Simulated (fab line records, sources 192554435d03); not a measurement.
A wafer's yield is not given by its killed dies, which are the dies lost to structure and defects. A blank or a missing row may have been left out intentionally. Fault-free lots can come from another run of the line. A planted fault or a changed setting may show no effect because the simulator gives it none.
Comparing a struck lot with a sound one -- flow n5-finfet -- 19 steps out of a route of 1938
Sound: the wafers L688.1, L688.3, L688.6. Wafers L678.1, L678.2, L678.5 were the ones struck. Last of all comes the cause.
At each step with rows: each side's tool, then ch and its chambers, then its first start. Under that, the readings that differ: sound wafers -- struck wafers -- difference of the means -- sigmas: that difference in standard deviations of wafers without a fault.
alike: words and numbers the same on both sides, and readings whose means are apart by under 2 such deviations; not compared: readings that were withheld, readings missing a value for some wafer, numbers with overlapping values and no deviation given by the record, and bounds like >300 which may hide the same value.
The two part at a step that has a row with sigmas, a row that says differs or no value, or rows on one side only. Numbers that have no deviation but don't overlap get no sigmas and don't part them. A reading missing from all wafers of one side parts the sides only when that side holds two or more wafers.

N5_BEOL_M3_RS_MEAS_58: measures by four-point-probe.
  sound: film-metro-01 at day 12 22:47; struck: film-metro-02 at day 13 11:43
  alike: M3_RS
N5_BEOL_M3_INSPECT_59: inspects for defects (darkfield).
  sound: defect-inspect-01 at day 12 22:49; struck: defect-inspect-02 at day 13 11:44
  alike: raw-defect-count
N5_BEOL_M4_ILD_DEP_00: deposits SiOC from DEMS/O2, target thk 79 nm, time 15.3 s.
  sound on pecvd-01 ch 0,2, day 12 22:52; struck on pecvd-01 ch 0,2, day 13 11:48
  alike: heater-power-w, showerhead-plenum-p-Torr, throttle-valve-pct
  not compared: since-wet-clean-h
N5_BEOL_M4_THK_MEAS_01:
  sound: film-metro-01 at day 12 22:55; struck: film-metro-02 at day 13 11:52
  alike: M4_ILD_THK
N5_BEOL_M4_PECVD_72: deposits SiO2 from TEOS/O2, target thk 16 nm, time 18 s.
  sound on pecvd-02 ch 0,1,2, day 12 22:58; struck on pecvd-01 ch 0,2, day 13 11:58
  alike: heater-power-w, showerhead-plenum-p-Torr, throttle-valve-pct
  not compared: since-wet-clean-h
N5_BEOL_M4_HM_DEP_02: deposits TiN, target thk 20 nm.
  sound: pvd-sputter-01 at day 13 00:05; struck: pvd-sputter-02 at day 13 12:01
  alike: throttle-valve-pct
then, 6 steps without rows for these wafers: N5_BEOL_M4_COAT_61 (time 60 s, resist thk 60 nm); N5_BEOL_M4_COAT_62 (time 60 s, resist thk 12 nm); N5_BEOL_M4_COAT_73 (time 60 s, resist thk 5 nm); N5_BEOL_M4_COAT_05 (resist thk 30 nm); N5_BEOL_M4_EBR_07; N5_BEOL_M4_SOFTBAKE_06 (time 60 s).
N5_BEOL_M4_EXPOSE_08: exposes mask M4.
  sound on euv-scanner-02 ch 0, day 13 00:21; struck on euv-scanner-01 ch 0, day 13 12:25
reading,sound,struck,difference,sigmas
model.BEOL_M4.overlay-x-nm (nm),-0.6 -0.6 -0.6,6 6 6,+7,
  alike: mask
then, 2 steps without rows for these wafers: N5_BEOL_M4_PEB_09 (peb time 60 s); N5_BEOL_M4_DEVELOP_10 (develop time 30 s).
N5_BEOL_M4_CD_MEAS_11 targets a cd of 16.79 nm.
  sound on cd-sem-01 ch 0, day 13 00:29; struck on cd-sem-03 ch 0, day 13 12:32
  alike: cd-nm
N5_BEOL_M4_OVL_MEAS_12:
  sound on overlay-02 ch 0, day 13 00:31; struck on overlay-01 ch 0, day 13 12:34
reading,sound,struck,difference,sigmas
M4_OVL (nm),-0.8 -0.6 -1.1,6.3 6.5 6.2,+7.2,+12
N5_BEOL_M4_INSPECT_13: inspects for defects (brightfield).
  sound: defect-inspect-01 at day 13 00:34; struck: defect-inspect-02 at day 13 12:38
  alike: raw-defect-count
N5_BEOL_M4_RC_MEAS_101:
  sound on prober-02 ch 0, day 13 12:13; struck on prober-01 ch 0, day 13 18:54
  alike: DIBL_N, DIBL_P, IOFF_N, IOFF_P, ION_N, ION_P, SS_N, SS_P, VT_N, VT_P

WHERE THEY PART
At N5_BEOL_M4_OVL_MEAS_12 and nowhere else, as far as this record goes. Later steps at which nothing parts them and some readings are alike: N5_BEOL_M4_INSPECT_13, N5_BEOL_M4_RC_MEAS_101.

WHY: the cause the simulator had injected
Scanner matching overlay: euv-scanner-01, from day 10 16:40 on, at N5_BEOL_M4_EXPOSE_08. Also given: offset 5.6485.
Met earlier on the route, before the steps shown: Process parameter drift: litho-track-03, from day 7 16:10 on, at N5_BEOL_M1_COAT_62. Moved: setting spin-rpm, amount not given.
